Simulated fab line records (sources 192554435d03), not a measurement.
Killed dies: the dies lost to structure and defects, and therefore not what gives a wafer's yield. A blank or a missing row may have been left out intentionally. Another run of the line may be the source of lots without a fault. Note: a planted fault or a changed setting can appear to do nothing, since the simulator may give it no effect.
fab line records ; flow n5Finfet
record: lots: 7; wafers: 21; lastDay: 16
route steps=1938 shown BEOL_M2@901 BEOL_M4@1111 PASSIVATION@1936
lots that met no fault: from a run of the same line without faults
startH: hours from the record's opening day to when the first of the lot's shown wafers began ; waitH: hours elapsed since this lot's preceding step ; " identical to the entry in the row above ; L1.1+2: a single row standing in for several wafers ; - no value present, or no start provided ; * or withheld: withheld ; < > ~ a bound
route shown NAME@n: names a module that has steps shown in the file, with the first one's number in the route ; usual: the fault-free wafers' mean and standard deviation ; same: alike in all rows ; chamber/n: place in a boat ; sites: readings site by site ; _std_site: standard deviation across them ; _edge_site: outer sites' mean less inner sites' ; radiusMm: for every site, how far away it sits from the centre of the wafer ; mask NAME#n: copy n ; behind: the most recent tool/chamber to have shaped the wafer ; hold: why the lot was held/for how many hours/how that ended ; device: the transistor (n, p or np) that didn't switch ; end of line: the tests these same wafers got at the end of their route ; step lacking rows: just its recipe ; killed: dies that structure and defects cost at the first sort, which is not the same as the wafer's yield ; map: shows each die of a wafer: x if killed, . if not, _ if none is there
set.NAME: the setting as run; set.NAME@STEP: as run at that earlier step ; model.NAME: the simulator's own value behind a step, which no gauge read
lots at some steps of the route; a table a step, a row a wafer
services: when a tool's chamber went out of use (startH, in hours from the record's first day, below 0 if earlier), for how many hours, and the reason
== steps ==
step: N5_BEOL_M2_ALD_84
recipe: material: TaN; targetThkA: *; tempC: 275; aldPrecursorFamily: PDMAT; aldCoReactant: NH3; pressureTorr: 3; carrierFlowSccm: 1500; pulseTimeS: 2; purgeTimeS: 3; coReactantPurgeTimeS: 2; coReactantPulseTimeS: 3; aldCycles: 30; precursorVesselTempC: 75; precursorVesselPressureTorr: 26.25; precursorVesselCarrierSccm: 1000
step: N5_BEOL_M2_SURFACE_TREAT_85
recipe: gas: Ar; timeS: *; ionEnergyEv: *; ionCurrentMaCm2: 0.5; pressureMtorr: *; arFlowSccm: 30
usual: arFlowSccm: 29.99/0.088; throttleValvePct: *
lot.wafer;tool;chamber;startH;waitH;arFlowSccm;throttleValvePct
L139.2;pvdSputter-02;-;159.72;0.1;30.00;*
L139.4;pvdSputter-02;-;159.72;0.1;29.89;*
L139.5;pvdSputter-02;-;159.72;0.1;29.97;*
L140.2;pvdSputter-02;-;163.26;0.2;30.12;*
L140.4;pvdSputter-02;-;163.26;0.2;30.02;*
L140.6;pvdSputter-02;-;163.26;0.2;30.03;*
L141.1;pvdSputter-03;-;167.28;1.6;30.08;*
L141.3;pvdSputter-03;-;167.28;1.6;30.02;*
L141.6;pvdSputter-03;-;167.28;1.6;30.14;*
L144.1;pvdSputter-01;-;197.44;0.2;30.01;*
L144.3;pvdSputter-01;-;197.44;0.2;30.08;*
L144.6;pvdSputter-01;-;197.44;0.2;30.05;*
L145.1;pvdSputter-02;-;197.96;0.2;29.81;*
L145.3;pvdSputter-02;-;197.96;0.2;29.63;*
L145.5;pvdSputter-02;-;197.96;0.2;29.94;*
L151.1;pvdSputter-03;-;228.98;0.1;29.89;*
L151.4;pvdSputter-03;-;228.98;0.1;30.07;*
L151.6;pvdSputter-03;-;228.98;0.1;29.94;*
L154.1;pvdSputter-01;-;239.82;0.4;29.99;*
L154.3;pvdSputter-01;-;239.82;0.4;30.03;*
L154.5;pvdSputter-01;-;239.82;0.4;30.00;*
step: N5_BEOL_M2_CVD_47
recipe: material: Co; targetThkA: 30; tempC: withheld; precursor: CCTBA/H2; pressureTorr: 30; timeS: 223.8
step: N5_BEOL_M2_SPUTTER_48
recipe: material: Cu; targetThkA: 45; tempC: -20; chamberPressurePa: 0.07; powerW: withheld; timeS: 8.29
step: N5_BEOL_M2_ANNEAL_49
recipe: tempC: 400; timeS: 240; ambient: vacuum
step: N5_BEOL_M2_SPUTTER_79
recipe: material: Cu; targetThkA: 45; tempC: -20; chamberPressurePa: 0.07; powerW: withheld; timeS: 8.29
step: N5_BEOL_M2_ANNEAL_80
recipe: tempC: 400; timeS: 240; ambient: vacuum
step: N5_BEOL_M2_SPUTTER_81
recipe: material: Cu; targetThkA: 45; tempC: -20; chamberPressurePa: 0.07; powerW: withheld; timeS: 8.29
usual: throttleValvePct: 30.5/0.84
lot.wafer;tool;chamber;startH;waitH;throttleValvePct
L139.2;pvdSputter-03;-;160.96;0.1;28.9
L139.4;pvdSputter-03;-;160.96;0.1;29.6
L139.5;pvdSputter-03;-;160.96;0.1;29.0
L140.2;pvdSputter-02;-;164.04;0.1;30.4
L140.4;pvdSputter-02;-;164.04;0.1;30.6
L140.6;pvdSputter-02;-;164.04;0.1;30.6
L141.1;pvdSputter-02;-;168.26;0.1;30.8
L141.3;pvdSputter-02;-;168.26;0.1;30.3
L141.6;pvdSputter-02;-;168.26;0.1;29.6
L144.1;pvdSputter-03;-;198.10;0.1;29.2
L144.3;pvdSputter-03;-;198.10;0.1;31.3
L144.6;pvdSputter-03;-;198.10;0.1;32.0
L145.1;pvdSputter-02;-;198.62;0.1;30.4
L145.3;pvdSputter-02;-;198.62;0.1;30.5
L145.5;pvdSputter-02;-;198.62;0.1;30.5
L151.1;pvdSputter-02;-;229.95;0.1;29.9
L151.4;pvdSputter-02;-;229.95;0.1;30.6
L151.6;pvdSputter-02;-;229.95;0.1;30.8
L154.1;pvdSputter-01;-;244.18;0.1;31.3
L154.3;pvdSputter-01;-;244.18;0.1;31.7
L154.5;pvdSputter-01;-;244.18;0.1;30.0
step: N5_BEOL_M2_ANNEAL_82
recipe: tempC: 400; timeS: 240; ambient: vacuum
usual: heaterPowerW: 839/54; susceptorTempC: 400.00/0.21; susceptor_temp_C_max: 401.0/0.36
lot.wafer;tool;chamber;startH;waitH;heaterPowerW;susceptorTempC;susceptor_temp_C_max
L139.2;pvdSputter-03;-;161.04;0.0;833;399.93;400.9
L139.4;pvdSputter-03;-;161.04;0.0;861;399.98;400.9
L139.5;pvdSputter-03;-;161.04;0.0;823;399.88;400.8
L140.2;pvdSputter-02;-;164.12;0.0;802;400.13;400.9
L140.4;pvdSputter-02;-;164.12;0.0;839;399.99;400.7
L140.6;pvdSputter-02;-;164.12;0.0;793;399.75;400.7
L141.1;pvdSputter-02;-;168.34;0.0;832;399.98;400.8
L141.3;pvdSputter-02;-;168.34;0.0;902;399.76;400.6
L141.6;pvdSputter-02;-;168.34;0.0;784;399.80;400.8
L144.1;pvdSputter-03;-;198.18;0.0;833;399.95;400.9
L144.3;pvdSputter-03;-;198.18;0.0;802;399.85;400.9
L144.6;pvdSputter-03;-;198.18;0.0;909;399.90;401.9
L145.1;pvdSputter-02;-;198.70;0.0;828;399.85;400.8
L145.3;pvdSputter-02;-;198.70;0.0;921;399.79;401.0
L145.5;pvdSputter-02;-;198.70;0.0;820;400.33;401.2
L151.1;pvdSputter-02;-;230.03;0.0;781;400.17;401.2
L151.4;pvdSputter-02;-;230.03;0.0;812;399.98;400.7
L151.6;pvdSputter-02;-;230.03;0.0;814;399.95;400.6
L154.1;pvdSputter-01;-;244.26;0.0;830;399.78;400.8
L154.3;pvdSputter-01;-;244.26;0.0;761;399.86;400.5
L154.5;pvdSputter-01;-;244.26;0.0;935;400.08;400.7
step: N5_BEOL_M2_SPUTTER_86
recipe: material: Cu; targetThkA: 45; tempC: -20; chamberPressurePa: 0.07; powerW: withheld; timeS: 8.29
step: N5_BEOL_M2_ANNEAL_87
recipe: tempC: 400; timeS: 240; ambient: vacuum
usual: heaterPowerW: 841/54; susceptorTempC: 400.04/0.21; susceptor_temp_C_max: 401.0/0.35
lot.wafer;tool;chamber;startH;waitH;heaterPowerW;susceptorTempC;susceptor_temp_C_max
L139.2;pvdSputter-03;-;161.26;0.0;830;400.13;401.2
L139.4;pvdSputter-03;-;161.26;0.0;837;400.15;401.2
L139.5;pvdSputter-03;-;161.26;0.0;840;400.13;401.3
L140.2;pvdSputter-02;-;164.34;0.0;835;399.87;400.6
L140.4;pvdSputter-02;-;164.34;0.0;821;399.73;400.6
L140.6;pvdSputter-02;-;164.34;0.0;822;399.81;400.6
L141.1;pvdSputter-02;-;168.56;0.0;814;400.04;400.9
L141.3;pvdSputter-02;-;168.56;0.0;900;399.89;400.7
L141.6;pvdSputter-02;-;168.56;0.0;766;400.54;401.5
L144.1;pvdSputter-03;-;198.40;0.0;847;400.06;400.9
L144.3;pvdSputter-03;-;198.40;0.0;779;399.94;400.8
L144.6;pvdSputter-03;-;198.40;0.0;922;400.13;401.7
L145.1;pvdSputter-02;-;198.92;0.0;820;399.84;400.7
L145.3;pvdSputter-02;-;198.92;0.0;874;400.15;401.0
L145.5;pvdSputter-02;-;198.92;0.0;850;400.15;401.0
L151.1;pvdSputter-02;-;230.25;0.0;761;399.80;401.1
L151.4;pvdSputter-02;-;230.25;0.0;806;400.00;400.9
L151.6;pvdSputter-02;-;230.25;0.0;806;400.28;401.1
L154.1;pvdSputter-01;-;244.48;0.0;825;400.10;400.9
L154.3;pvdSputter-01;-;244.48;0.0;735;399.91;400.7
L154.5;pvdSputter-01;-;244.48;0.0;942;400.27;401.0
step: N5_BEOL_M2_SPUTTER_88
recipe: material: Cu; targetThkA: 45; tempC: -20; chamberPressurePa: 0.07; powerW: withheld; timeS: 8.29
usual: throttleValvePct: 30.5/0.84
lot.wafer;tool;chamber;startH;waitH;throttleValvePct
L139.2;pvdSputter-03;-;161.40;0.1;29.1
L139.4;pvdSputter-03;-;161.40;0.1;29.7
L139.5;pvdSputter-03;-;161.40;0.1;29.1
L140.2;pvdSputter-02;-;164.48;0.1;30.5
L140.4;pvdSputter-02;-;164.48;0.1;30.4
L140.6;pvdSputter-02;-;164.48;0.1;30.6
L141.1;pvdSputter-02;-;168.70;0.1;30.6
L141.3;pvdSputter-02;-;168.70;0.1;30.4
L141.6;pvdSputter-02;-;168.70;0.1;29.6
L144.1;pvdSputter-03;-;198.54;0.1;28.9
L144.3;pvdSputter-03;-;198.54;0.1;31.0
L144.6;pvdSputter-03;-;198.54;0.1;31.9
L145.1;pvdSputter-02;-;199.06;0.1;30.4
L145.3;pvdSputter-02;-;199.06;0.1;30.5
L145.5;pvdSputter-02;-;199.06;0.1;30.6
L151.1;pvdSputter-02;-;230.39;0.1;30.1
L151.4;pvdSputter-02;-;230.39;0.1;30.6
L151.6;pvdSputter-02;-;230.39;0.1;30.6
L154.1;pvdSputter-01;-;244.62;0.1;31.3
L154.3;pvdSputter-01;-;244.62;0.1;31.7
L154.5;pvdSputter-01;-;244.62;0.1;30.0
step: N5_BEOL_M2_ANNEAL_89
recipe: tempC: 400; timeS: 240; ambient: vacuum
usual: heaterPowerW: 842/56; susceptorTempC: 400.03/0.24; susceptor_temp_C_max: 401.0/0.35
lot.wafer;tool;chamber;startH;waitH;heaterPowerW;susceptorTempC;susceptor_temp_C_max
L139.2;pvdSputter-03;-;161.48;0.0;-;-;-
L139.4;pvdSputter-03;-;161.48;0.0;-;-;-
L139.5;pvdSputter-03;-;161.48;0.0;-;-;-
L140.2;pvdSputter-02;-;164.56;0.0;-;-;-
L140.4;pvdSputter-02;-;164.56;0.0;-;-;-
L140.6;pvdSputter-02;-;164.56;0.0;-;-;-
L141.1;pvdSputter-02;-;168.78;0.0;-;-;-
L141.3;pvdSputter-02;-;168.78;0.0;-;-;-
L141.6;pvdSputter-02;-;168.78;0.0;-;-;-
L144.1;pvdSputter-03;-;198.62;0.0;845;399.74;401.1
L144.3;pvdSputter-03;-;198.62;0.0;779;400.00;401.0
L144.6;pvdSputter-03;-;198.62;0.0;886;400.48;402.0
L145.1;pvdSputter-02;-;199.14;0.0;814;399.59;400.5
L145.3;pvdSputter-02;-;199.14;0.0;903;400.09;401.0
L145.5;pvdSputter-02;-;199.14;0.0;812;399.57;400.4
L151.1;pvdSputter-02;-;230.47;0.0;786;400.22;401.3
L151.4;pvdSputter-02;-;230.47;0.0;842;400.13;400.8
L151.6;pvdSputter-02;-;230.47;0.0;816;400.60;401.5
L154.1;pvdSputter-01;-;244.70;0.0;832;399.42;400.5
L154.3;pvdSputter-01;-;244.70;0.0;740;400.05;400.6
L154.5;pvdSputter-01;-;244.70;0.0;937;400.14;400.6
step: N5_BEOL_M2_SPUTTER_90
recipe: material: Cu; targetThkA: 45; tempC: -20; chamberPressurePa: 0.07; powerW: withheld; timeS: 8.29
step: N5_BEOL_M4_RC_MEAS_101
usual: DIBL_N: 35.4/2.1; DIBL_P: 34.8/2.6; IOFF_N: 0.15/0.037; IOFF_P: 0.19/0.037; ION_N: 677/16; ION_P: 462/9.3; SS_N: 71.4/0.75; SS_P: 72.9/0.77; VT_N: 250/3.7; VT_P: -251/3.5
lot.wafer;tool;chamber;startH;waitH;DIBL_N[mV/V];DIBL_P[mV/V];IOFF_N[nA/um];IOFF_P[nA/um];ION_N[uA/um];ION_P[uA/um];SS_N[mV/dec];SS_P[mV/dec];VT_N[mV];VT_P[mV]
L139.2;prober-01;0;198.12;0.2;36.1;34.5;0.15;0.15;680;452;72.3;72.6;248;-255
L139.4;prober-01;0;198.12;0.2;35.3;34.0;0.13;0.15;668;451;71.5;72.6;251;-257
L139.5;prober-01;0;198.12;0.2;36.5;35.2;0.15;0.17;685;459;71.9;73.0;249;-250
L140.2;prober-02;0;198.60;0.3;38.4;39.8;0.20;0.25;699;473;72.0;73.6;247;-249
L140.4;prober-02;0;198.60;0.3;33.5;34.8;0.13;0.17;679;465;70.9;72.8;254;-252
L140.6;prober-02;0;198.60;0.3;31.5;30.8;0.09;0.12;658;453;69.6;71.7;254;-258
L141.1;prober-02;0;200.79;0.0;36.0;33.9;0.17;0.18;674;453;72.1;73.6;247;-253
L141.3;prober-02;0;200.79;0.0;33.0;32.1;0.12;0.16;663;454;71.1;72.6;253;-252
L141.6;prober-02;0;200.79;0.0;34.7;34.8;0.16;0.20;696;471;71.1;73.2;246;-249
L145.1;prober-01;0;225.90;0.0;34.1;34.0;0.14;0.21;674;470;71.2;72.5;248;-249
L145.3;prober-01;0;225.90;0.0;33.8;33.4;0.12;0.20;660;461;70.9;73.0;255;-249
L145.5;prober-01;0;225.90;0.0;32.5;31.7;0.11;0.18;666;469;70.3;72.1;252;-249
L144.1;prober-01;0;226.83;0.5;35.7;34.1;0.15;0.19;686;465;70.6;72.4;248;-251
L144.3;prober-01;0;226.83;0.5;40.9;40.4;0.25;0.29;703;473;71.5;75.2;244;-246
L144.6;prober-01;0;226.83;0.5;33.8;31.5;0.12;0.15;681;463;70.1;72.3;252;-254
L151.1;prober-01;0;255.37;0.0;35.3;35.5;0.14;0.21;649;447;71.5;73.5;253;-249
L151.4;prober-01;0;255.37;0.0;28.8;26.1;0.07;0.10;635;444;69.5;70.5;261;-259
L151.6;prober-01;0;255.37;0.0;32.4;31.9;0.10;0.16;647;452;69.9;72.3;255;-253
L154.1;prober-01;0;269.81;0.0;33.0;32.2;0.12;0.15;667;451;71.0;72.1;253;-254
L154.3;prober-01;0;269.81;0.0;36.1;35.6;0.17;0.19;693;462;71.9;72.9;252;-252
L154.5;prober-01;0;269.81;0.0;34.8;35.3;0.15;0.19;678;465;70.8;73.2;252;-252
step: N5_PASSIVATION_PROBE_49
usual: defectLimitedYield: 90.5/1.7; killed_at_M0_to_M3: 37/12; killed_at_M4_up: 14/5.2; killedAtContacts: 12/5.9; killedAtFrontEnd: 45/14; killedAtOther: 3.5/2.8; killedDies: 112/21; killedOnRim: 15/4.5; killedOpen: 73/15; killedShort: 36/8.9; sort_bin_5_function: 5.6/1.2; sort_bin_6_memory: 3.5/0.68; sort_bin_8_speed: 0.01/0.1; sortNPass: 1068/21; sortYieldPct: 90.5/1.8
same: grossDies: 1180; killedAtBackSide: 0; sort_bin_4_leakage[%]: 0
lot.wafer;tool;chamber;startH;waitH;defectLimitedYield[%];killed_at_M0_to_M3;killed_at_M4_up;killedAtContacts;killedAtFrontEnd;killedAtOther;killedDies;killedOnRim;killedOpen;killedShort;sort_bin_5_function[%];sort_bin_6_memory[%];sort_bin_8_speed[%];sortNPass;sortYieldPct[%]
L140.2;prober-01;-;307.92;0.1;92.3;24;20;16;28;3;91;9;68;22;5.1;2.5;0;1089;92.3
L140.4;prober-01;-;308.02;0.2;92.7;24;19;9;31;3;86;11;53;31;4.5;2.6;0;1094;92.7
L140.6;prober-01;-;308.12;0.3;92.7;33;7;15;30;1;86;9;56;27;3.6;3.4;0;1094;92.7
L139.2;prober-01;-;308.22;0.1;91.5;24;7;8;56;5;100;14;62;32;4.7;3.1;0;1080;91.5
L139.4;prober-01;-;308.32;0.2;91.0;33;14;12;46;1;106;21;74;31;5.3;3.3;0;1074;91.0
L139.5;prober-01;-;308.37;0.3;91.1;31;11;13;49;1;105;14;71;31;5.3;3.3;0;1075;91.1
L141.1;prober-01;-;322.12;0.0;91.1;22;8;10;58;7;105;20;53;41;5.8;3.1;0;1075;91.1
L141.3;prober-01;-;322.22;0.1;93.3;23;7;15;32;2;79;16;51;28;3.7;2.9;0;1101;93.3
L141.6;prober-01;-;322.37;0.3;91.5;27;23;6;41;3;100;8;64;28;4.8;2.8;0;1080;91.5
L145.1;prober-02;-;332.72;0.0;93.6;24;11;3;34;3;75;16;44;29;3.8;2.2;0;1105;93.6
L145.3;prober-02;-;332.82;0.1;91.8;33;23;6;28;7;97;10;64;33;4.2;3.6;0;1083;91.8
L145.5;prober-02;-;332.92;0.2;91.4;46;20;8;23;4;101;10;53;42;4.8;3.1;0;1079;91.4
L144.1;prober-02;-;336.62;0.0;90.2;32;19;19;46;0;116;16;85;29;4.9;4.5;0;1064;90.2
L144.3;prober-02;-;336.72;0.1;89.5;41;9;18;54;2;124;9;86;36;6.8;3.5;0;1056;89.5
L144.6;prober-02;-;336.87;0.3;91.4;30;12;12;46;2;102;16;70;28;4.9;3.4;0;1078;91.4
L151.1;prober-02;-;367.71;0.0;87.9;48;18;6;68;3;143;20;94;48;6.9;4.8;0;1037;87.9
L151.4;prober-02;-;367.86;0.2;89.0;51;8;7;63;1;130;16;80;48;5.9;4.7;1.19;1036;87.8
L151.6;prober-02;-;367.96;0.3;90.2;38;10;5;61;2;116;11;73;43;6.0;3.5;0;1064;90.2
L154.1;prober-01;-;379.61;0.4;90.7;31;11;18;47;3;110;14;73;36;4.2;4.7;0;1070;90.7
L154.3;prober-01;-;379.71;0.5;91.2;39;16;21;27;1;104;13;58;45;5.6;2.6;0;1076;91.2
L154.5;prober-01;-;379.81;0.6;92.3;17;16;20;38;0;91;12;58;32;5.0;2.5;0;1089;92.3
killed by level:class
L140.2 MOL_CONTACT_COAG:geometricParticle:open=12 BEOL_M4:geometricParticle:open=9 STI_FIN_REVEAL:geometricParticle:open=8 BEOL_M2:geometricParticle:open=7 DUMMY_GATE:geometricParticle:open=6 MOL_CONTACT_COAG:geometricParticle:short=4 BEOL_M3:geometricParticle:open=4 STARTING-WAFER:geometricParticle:open=4
L140.4 BEOL_M5:geometricParticle:open=11 GATE_CUT:geometricParticle:short=8 BEOL_M0_SAQP:geometricParticle:open=7 BEOL_M0_SAQP:geometricParticle:short=7 MOL_CONTACT_COAG:geometricParticle:open=6 DUMMY_GATE:geometricParticle:open=5 FIN_SAQP:geometricParticle:open=4 STI_FIN_REVEAL:geometricParticle:open=4
L140.6 BEOL_M0_SAQP:geometricParticle:open=10 MOL_CONTACT_COAG:geometricParticle:open=9 STI_FIN_REVEAL:geometricParticle:open=8 BEOL_M0_SAQP:geometricParticle:short=8 DUMMY_GATE:geometricParticle:open=7 MOL_CONTACT_COAG:geometricParticle:short=6 BEOL_M2:geometricParticle:open=5 STI_FIN_REVEAL:geometricParticle:short=3
L139.2 FIN_SAQP:geometricParticle:open=14 FIN_SAQP:geometricParticle:short=11 STI_FIN_REVEAL:geometricParticle:open=11 MOL_CONTACT_COAG:geometricParticle:open=7 BEOL_M0_SAQP:geometricParticle:open=7 BEOL_M1:geometricParticle:open=6 STARTING-WAFER:geometricParticle:short=6 HKMG_FIN:areaEtch=5
L139.4 STI_FIN_REVEAL:geometricParticle:open=18 BEOL_M0_SAQP:geometricParticle:open=11 FIN_SAQP:geometricParticle:open=9 MOL_CONTACT_COAG:geometricParticle:open=7 BEOL_M0_SAQP:geometricParticle:short=7 GATE_CUT:geometricParticle:short=6 BEOL_M3:geometricParticle:open=6 MOL_CONTACT_COAG:geometricParticle:short=5
L139.5 FIN_SAQP:geometricParticle:open=15 MOL_CONTACT_COAG:geometricParticle:open=11 GATE_CUT:geometricParticle:short=10 BEOL_M3:geometricParticle:open=9 STI_FIN_REVEAL:geometricParticle:open=8 FIN_SAQP:geometricParticle:short=6 BEOL_M0_SAQP:geometricParticle:open=6 BEOL_M2:geometricParticle:open=6
L141.1 FIN_SAQP:geometricParticle:short=13 FIN_SAQP:geometricParticle:open=12 MOL_CONTACT_COAG:geometricParticle:open=8 FIN_CUT:areaEtch=8 BEOL_M0_SAQP:geometricParticle:short=5 BEOL_M0_SAQP:geometricParticle:open=5 BEOL_M3:geometricParticle:short=5 BEOL_M4:geometricParticle:open=5
L141.3 MOL_CONTACT_COAG:geometricParticle:open=11 STI_FIN_REVEAL:geometricParticle:open=7 FIN_SAQP:geometricParticle:open=5 FIN_SAQP:geometricParticle:short=5 BEOL_M0_SAQP:geometricParticle:short=5 BEOL_M0_SAQP:geometricParticle:open=5 BEOL_M2:geometricParticle:open=5 MOL_CONTACT_COAG:geometricParticle:short=4
L141.6 BEOL_M4:geometricParticle:open=11 BEOL_M2:geometricParticle:open=9 FIN_SAQP:geometricParticle:short=7 FIN_SAQP:geometricParticle:open=7 BEOL_M0_SAQP:geometricParticle:open=6 BEOL_M1:geometricParticle:open=6 STI_FIN_REVEAL:geometricParticle:open=5 MOL_CONTACT_COAG:geometricParticle:open=5
L145.1 FIN_SAQP:geometricParticle:short=10 FIN_SAQP:geometricParticle:open=6 BEOL_M0_SAQP:geometricParticle:short=6 BEOL_M2:geometricParticle:open=6 DUMMY_GATE:geometricParticle:open=3 GATE_CUT:geometricParticle:open=3 MOL_CONTACT_COAG:geometricParticle:open=3 BEOL_M8:geometricParticle:open=3
L145.3 BEOL_M4:geometricParticle:open=10 FIN_SAQP:geometricParticle:short=9 BEOL_M1:geometricParticle:open=9 FIN_SAQP:geometricParticle:open=8 BEOL_M3:geometricParticle:open=8 BEOL_M2:geometricParticle:open=7 MOL_CONTACT_COAG:geometricParticle:open=5 BEOL_M1:geometricParticle:short=5
L145.5 BEOL_M0_SAQP:geometricParticle:open=11 BEOL_M0_SAQP:geometricParticle:short=10 BEOL_M2:geometricParticle:open=10 BEOL_M4:geometricParticle:short=6 FIN_SAQP:geometricParticle:short=4 DUMMY_GATE:geometricParticle:open=4 MOL_CONTACT_COAG:geometricParticle:short=4 BEOL_M2:geometricParticle:short=4
L144.1 MOL_CONTACT_COAG:geometricParticle:open=16 FIN_SAQP:geometricParticle:open=13 STI_FIN_REVEAL:geometricParticle:open=10 BEOL_M4:geometricParticle:open=10 BEOL_M1:geometricParticle:short=8 BEOL_M0:geometricParticle:open=6 BEOL_M1:geometricParticle:open=6 BEOL_M2:geometricParticle:open=4
L144.3 MOL_CONTACT_COAG:geometricParticle:open=17 FIN_SAQP:geometricParticle:open=14 STI_FIN_REVEAL:geometricParticle:open=14 BEOL_M0_SAQP:geometricParticle:short=11 BEOL_M0_SAQP:geometricParticle:open=10 FIN_SAQP:geometricParticle:short=9 BEOL_M2:geometricParticle:open=7 BEOL_M3:geometricParticle:open=6
L144.6 FIN_SAQP:geometricParticle:open=22 MOL_CONTACT_COAG:geometricParticle:open=12 BEOL_M3:geometricParticle:open=8 FIN_SAQP:geometricParticle:short=6 BEOL_M2:geometricParticle:open=6 BEOL_M0_SAQP:geometricParticle:short=6 STARTING-WAFER:geometricParticle:short=4 ILD0:geometricParticle:short=3
L151.1 STI_FIN_REVEAL:geometricParticle:open=24 BEOL_M0_SAQP:geometricParticle:short=15 FIN_SAQP:geometricParticle:open=14 BEOL_M1:geometricParticle:open=13 GATE_CUT:geometricParticle:short=7 BEOL_M0_SAQP:geometricParticle:open=7 BEOL_M4:geometricParticle:open=7 DUMMY_GATE:geometricParticle:open=6
L151.4 STI_FIN_REVEAL:geometricParticle:open=19 FIN_SAQP:geometricParticle:open=13 BEOL_M0_SAQP:geometricParticle:short=13 BEOL_M2:geometricParticle:open=12 BEOL_M0_SAQP:geometricParticle:open=10 GATE_CUT:geometricParticle:short=7 FIN_SAQP:geometricParticle:short=6 BEOL_M1:geometricParticle:short=5
L151.6 STI_FIN_REVEAL:geometricParticle:open=17 FIN_SAQP:geometricParticle:short=11 FIN_SAQP:geometricParticle:open=9 BEOL_M3:geometricParticle:open=9 BEOL_M0_SAQP:geometricParticle:open=8 GATE_CUT:geometricParticle:short=7 GATE_CUT:geometricParticle:open=6 BEOL_M0_SAQP:geometricParticle:short=6
L154.1 MOL_CONTACT_COAG:geometricParticle:open=15 FIN_SAQP:geometricParticle:open=13 BEOL_M0_SAQP:geometricParticle:open=12 FIN_SAQP:geometricParticle:short=10 STARTING-WAFER:geometricParticle:short=6 BEOL_M1:geometricParticle:open=5 BEOL_M0_SAQP:geometricParticle:short=4 BEOL_M3:geometricParticle:open=3
L154.3 BEOL_M0_SAQP:geometricParticle:short=14 BEOL_M0_SAQP:geometricParticle:open=13 MOL_CONTACT_COAG:geometricParticle:open=12 MOL_CONTACT_COAG:geometricParticle:short=8 FIN_SAQP:geometricParticle:short=7 BEOL_M4:geometricParticle:open=6 STI_FIN_REVEAL:geometricParticle:open=4 BEOL_M1:geometricParticle:short=4
L154.5 MOL_CONTACT_COAG:geometricParticle:open=13 FIN_SAQP:geometricParticle:open=12 FIN_SAQP:geometricParticle:short=9 MOL_CONTACT_COAG:geometricParticle:short=7 BEOL_M0_SAQP:geometricParticle:open=6 BEOL_M0_SAQP:geometricParticle:short=6 BEOL_M8:geometricParticle:open=5 BEOL_M4:geometricParticle:open=5
== services ==
tool;chamber;startH;hours;kind
pvdSputter-01;-;137.28;15.4;repair
== key ==
firstSign: step: N5_BEOL_M2_ANNEAL_89; reading: toolRecord; direction: missing
effect none on later readings
metAt N5_BEOL_M2_ANNEAL_89
struckWafers L139.2,L139.4,L139.5,L140.2,L140.4,L140.6,L141.1,L141.3,L141.6
fault: kind: skippedStepWhole; tool: pvdSputter-02,pvdSputter-03; chamber: -; onsetH: 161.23; steps: N5_BEOL_M2_ANNEAL_89; scope: struckLotsOnly
